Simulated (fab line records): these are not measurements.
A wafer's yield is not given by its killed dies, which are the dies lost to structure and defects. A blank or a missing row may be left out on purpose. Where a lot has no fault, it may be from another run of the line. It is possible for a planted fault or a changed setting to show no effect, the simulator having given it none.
Struck lot and sound lot, side by side :: flow nand_harc :: 15 out of 1302 route steps
Sound: these wafers, L945.3, L945.5, L945.6. The struck wafers were L946.3, L946.4, L946.5. Last of all comes the cause.
Order at every step that has rows: each side's tool, ch and its chambers, its first start. Under that, the readings that differ: sound wafers :: struck wafers :: difference of the means :: sigmas: that difference in standard deviations of wafers without a fault.
alike: words and numbers the same on both sides, and readings whose means are apart by under 2 such deviations; not compared: readings that were withheld, readings missing a value for some wafer, numbers with overlapping values and no deviation given by the record, and bounds like >300 which may hide the same value.
Wherever a step has rows on one side only, a row that says differs or no value, or a row with sigmas, the two part there. Non-overlapping numbers with no deviation appear without sigmas and do not part them. A reading that every wafer of one side lacks parts them only if that side has two wafers or more.

first, 1 step without rows for these wafers: NHARC_A_CHANNEL_HOLE_D1_ETCH_44 (etches the open film in CF4/O2, target depth 140 nm, overetch 14 nm, time 77 s).
NHARC_A_CHANNEL_HOLE_D1_STRIP_27: strips in O2.
  sound: rie_diel-12 ch 0,2,3; struck: rie_diel-12 ch 0,1,3
  alike: drypump_motor_current_A, oes_product_au, rf_vpp_V, showerhead_plenum_p_Torr, throttle_valve_pct
  not compared: rf_hours_counter_h
then, 2 steps without rows for these wafers: NHARC_A_CHANNEL_HOLE_D1_PRECLEAN_28 (cleans in SC1); NHARC_A_CHANNEL_HOLE_D1_SRD_29.
NHARC_A_CHANNEL_HOLE_D1_CD_MEAS_30:
  sound on cd_sem-03, day 9 10:41; struck on cd_sem-02, day 10 03:31
  alike: cd_nm
NHARC_A_CHANNEL_HOLE_D1_XSEM_31:
  sound on xsem-01 ch 0, day 9 10:47; struck on xsem-02 ch 0, day 10 03:37
  alike: bot_cd_nm, bow_nm, tilt_deg
NHARC_A_CHANNEL_HOLE_D1_INSPECT_40:
  sound on defect_inspect-01, day 9 10:52; struck on defect_inspect-02, day 10 03:42
  alike: raw_defect_count
then, 3 steps without rows for these wafers: NHARC_A_CHANNEL_FILL_D1_PRECLEAN_00 (cleans in SC1); NHARC_A_CHANNEL_FILL_D1_SRD_01; NHARC_A_CHANNEL_FILL_D1_ALD_02 (deposits SiO2, target thk 6 nm, pulse time 10 s, ald cycles 60).
NHARC_A_CHANNEL_FILL_D1_ALD_03: deposits SiNx, target thk 6 nm, pulse time 60 s, ald cycles 58.
  sound: ald_sin_batch-01 ch 0; struck: ald_sin_batch-02 ch 0
  alike: ald_cycles, precursor_pulse_height_rel
NHARC_A_CHANNEL_FILL_D1_ALD_14: deposits SiO2, target thk 2.5 nm, pulse time 10 s, ald cycles 25.
  sound on ald_hk-01 ch 0,3, day 9 17:23; struck on ald_hk-01 ch 1,2, day 10 11:55
  alike: ald_cycles, heater_power_w, precursor_pulse_height_rel
NHARC_A_CHANNEL_FILL_D1_ALD_15: deposits SiNx, target thk 2 nm, pulse time 60 s, ald cycles 19.
  sound on ald_sin_batch-01 ch 0, day 9 20:30; struck on ald_sin_batch-01 ch 0, day 10 15:00
reading: ald_cycles
sound: 19 19 19
struck: 21 21 21
difference: +2
sigmas: 
  alike: precursor_pulse_height_rel
NHARC_A_CHANNEL_FILL_D1_ALD_16: deposits SiO2, target thk 1.5 nm, pulse time 10 s, ald cycles 15.
  sound on ald_hk-01 ch 1,2,3, day 9 22:37; struck on ald_hk-01 ch 1,2, day 10 17:57
  alike: ald_cycles, heater_power_w, precursor_pulse_height_rel
after that, 1 step had no rows for these wafers: NHARC_END_SORT_01.

WHERE THEY PART
Nowhere in this record.

WHY: what had been put in by the simulator
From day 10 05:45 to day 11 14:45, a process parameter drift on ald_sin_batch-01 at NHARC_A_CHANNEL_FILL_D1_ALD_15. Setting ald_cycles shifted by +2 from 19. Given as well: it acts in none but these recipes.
